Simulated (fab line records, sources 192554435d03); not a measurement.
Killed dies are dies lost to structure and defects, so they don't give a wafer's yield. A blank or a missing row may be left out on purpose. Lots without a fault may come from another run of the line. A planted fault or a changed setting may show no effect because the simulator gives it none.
Split-lot experiment | flow n5_finfet | 7 lots, 21 wafers read, on a route of 1938 steps

THE SPLIT
At N5_BEOL_M7_ETCH_41 (etches SiCN in CH3F/O2, target depth 31.9 nm, time 57.8 s), the setting source_w was moved away from the recipe's 395 W on 4 of the 21 wafers read, by -11.8% to +11.5%. The other wafers ran this setting at the recipe's value.

The reading is taken at the split's own step.

THE READING
rf_vpp_V, in V, at N5_BEOL_M7_ETCH_41 (etches SiCN in CH3F/O2, target depth 31.9 nm, time 57.8 s). Fault-free wafers of this fab line usually give 297.4 V, standard deviation 1.4 V.

wafer  | tool, chamber at the split | source_w as run, W | against the recipe | rf_vpp_V, V | against lot-mates on the recipe
L075.2 | rie_diel-02, 3             | 395                | recipe             | 296.8       | -
L075.3 | rie_diel-02, 1             | 395                | recipe             | 299.2       | -
L075.6 | rie_diel-02, 0             | 395                | recipe             | 296.6       | -
L079.1 | rie_diel-02, 2             | 348.5              | -11.8%             | 310.1       | +15.3
L079.2 | rie_diel-02, 3             | 395                | recipe             | 294.8       | -
L079.5 | rie_diel-02, 1             | 348.5              | -11.8%             | 311.4       | +16.6
L085.1 | rie_diel-06, 1             | 395                | recipe             | 298.8       | -
L085.4 | rie_diel-06, 0             | 395                | recipe             | 296.5       | -
L085.5 | rie_diel-06, 1             | 371.2              | -6.0%              | 304.4       | +6.8
L088.2 | rie_diel-03, 0             | 395                | recipe             | 298.0       | -
L088.4 | rie_diel-03, 3             | 395                | recipe             | 298.6       | -
L088.5 | rie_diel-03, 2             | 395                | recipe             | 297.8       | -
L087.2 | rie_diel-03, 2             | 395                | recipe             | 298.6       | -
L087.5 | rie_diel-03, 2             | 395                | recipe             | 299.0       | -
L087.6 | rie_diel-03, 3             | 395                | recipe             | 297.6       | -
L092.1 | rie_diel-03, 1             | 440.4              | +11.5%             | 285.4       | -13.2
L092.2 | rie_diel-03, 3             | 395                | recipe             | 298.9       | -
L092.5 | rie_diel-03, 1             | 395                | recipe             | 298.3       | -
L097.2 | rie_diel-02, 1             | 395                | recipe             | 300.0       | -
L097.3 | rie_diel-02, 3             | 395                | recipe             | 299.6       | -
L097.4 | rie_diel-02, 0             | 395                | recipe             | 296.2       | -

THE FIT
A straight line over all 21 wafers: rf_vpp_V changes by -1.09 V for each +1% of source_w; r = -0.97; the points scatter about the line by 1.3 V.
The same after taking each lot's own level away (the mean of its wafers on the recipe; 21 wafers): -1.27 V for each +1%; r = -0.98; scatter 1.1 V.
On that fit, the largest move of source_w shifts the reading by 15 V.
The lots' own levels span 294.80 to 298.60 V, that is 2.7 times the standard deviation above.
So the lot-to-lot level changes the slope: the two fits differ.
Check: with one of the wafers moved furthest among these (-11.8%) left out of the fit, the line predicts +15 V for it against its lot-mates. It came out at +15.3 V against them.
Tool readings at the split's step, against how far the setting was moved: rf_vpp_V r = -0.97.

OTHER SPLITS ON THESE WAFERS
These wafers also went through other splits before the reading. Each is held against what the fit with the lots' levels taken away leaves over:
other split on the same wafers | wafers away from the commonest value | r with rf_vpp_V (lot level and that fit taken away)
N5_BEOL_M7_EXPOSE_08 dose_mj   | 5                                    | -0.11

THE FILE'S OWN FIT
rf_vpp_V changes by -1.24 V for each +1% of source_w, r = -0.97.
